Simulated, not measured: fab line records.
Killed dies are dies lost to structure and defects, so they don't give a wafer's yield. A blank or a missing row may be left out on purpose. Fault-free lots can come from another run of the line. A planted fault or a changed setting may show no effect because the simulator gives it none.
A lot that was struck, set against a sound lot || flow nandHarc || 17 out of 1302 route steps
Sound: these wafers, L728.1, L728.2, L728.5. Struck: wafers L730.3, L730.5, L730.6. The cause is named last.
For every step that has rows: the tool of each side, followed by ch and its chambers, followed by its first start. Under that, the readings that differ: sound wafers || struck wafers || difference of the means || sigmas: that difference in standard deviations of wafers without a fault.
alike: same words and numbers on both sides, and readings whose means sit less than 2 such deviations apart. not compared: any withheld reading, any reading some wafer has no value for, any bound like >300 that may hide the same value, and any number with overlapping values for which the record gives no deviation.
A row with sigmas, a row that says differs or no value, or rows on one side alone: a step with any of these is where the two part. Numbers that don't overlap but have no deviation are shown without sigmas and don't part them. A reading missing from all wafers of one side parts the sides only when that side holds two or more wafers.

NHARC_P_ZERO_WELL_CD_MEAS_24: target cd 720 nm.
  sound on cdSem-01 ch 0, day 6 02:29; struck on cdSem-03 ch 0, day 6 22:35
  alike: cdNm
then, 1 step without rows for these wafers: NHARC_P_ZERO_WELL_HARDBAKE_25 (time 80 s).
NHARC_P_ZERO_WELL_DESCUM_26: chemistry O2, time 3 s.
  sound on rieDiel-04 ch 0,2,3, day 6 02:40; struck on rieDiel-09 ch 0,1, day 6 22:45
  alike: drypumpMotorCurrentA, oesProductAu, rfVppV, showerheadPlenumPTorr, throttleValvePct
  not compared: rfHoursCounterH
then, 9 steps without rows for these wafers: NHARC_P_ZERO_WELL_IMPLANT_27; NHARC_P_ZERO_WELL_IMPLANT_57; NHARC_P_ZERO_WELL_IMPLANT_58; NHARC_P_ZERO_WELL_STRIP_28 (strips in SPM, time 840 s); NHARC_P_ZERO_WELL_DEHYDRATE_29 (time 120 s); NHARC_P_ZERO_WELL_HMDS_30 (time 30 s); NHARC_P_ZERO_WELL_COAT_31; NHARC_P_ZERO_WELL_SOFTBAKE_32 (time 95 s); NHARC_P_ZERO_WELL_EBR_33.
NHARC_P_ZERO_WELL_EXPOSE_34: exposes mask P PWELL, target cd 720 nm.
  sound on krfScanner-03 ch 0, day 6 03:50; struck on krfScanner-02 ch 0, day 7 00:05
{"reading": "mask", "sound": "P_PWELL#0 P_PWELL#0 P_PWELL#0", "struck": "P_HVPW#0 P_HVPW#0 P_HVPW#0", "difference": "differs", "sigmas": ""}
  alike: stageVelMmS
then, 2 steps without rows for these wafers: NHARC_P_ZERO_WELL_PEB_35 (peb time 85 s); NHARC_P_ZERO_WELL_DEVELOP_36 (time 70 s).
NHARC_P_ZERO_WELL_CD_MEAS_37: target cd 720 nm.
  sound on cdSem-03 ch 0, day 6 03:59; struck on cdSem-01 ch 0, day 7 00:14
{"reading": "cdNm (nm)", "sound": "718.9 717.9 719.1", "struck": "- - -", "difference": "no value on the struck wafers", "sigmas": ""}
then, 1 step without rows for these wafers: NHARC_P_ZERO_WELL_HARDBAKE_38 (time 80 s).

## WHERE THEY PART
Last at NHARC_P_ZERO_WELL_CD_MEAS_37 as far as this record goes, first at NHARC_P_ZERO_WELL_EXPOSE_34.

WHY: what the simulator had put in
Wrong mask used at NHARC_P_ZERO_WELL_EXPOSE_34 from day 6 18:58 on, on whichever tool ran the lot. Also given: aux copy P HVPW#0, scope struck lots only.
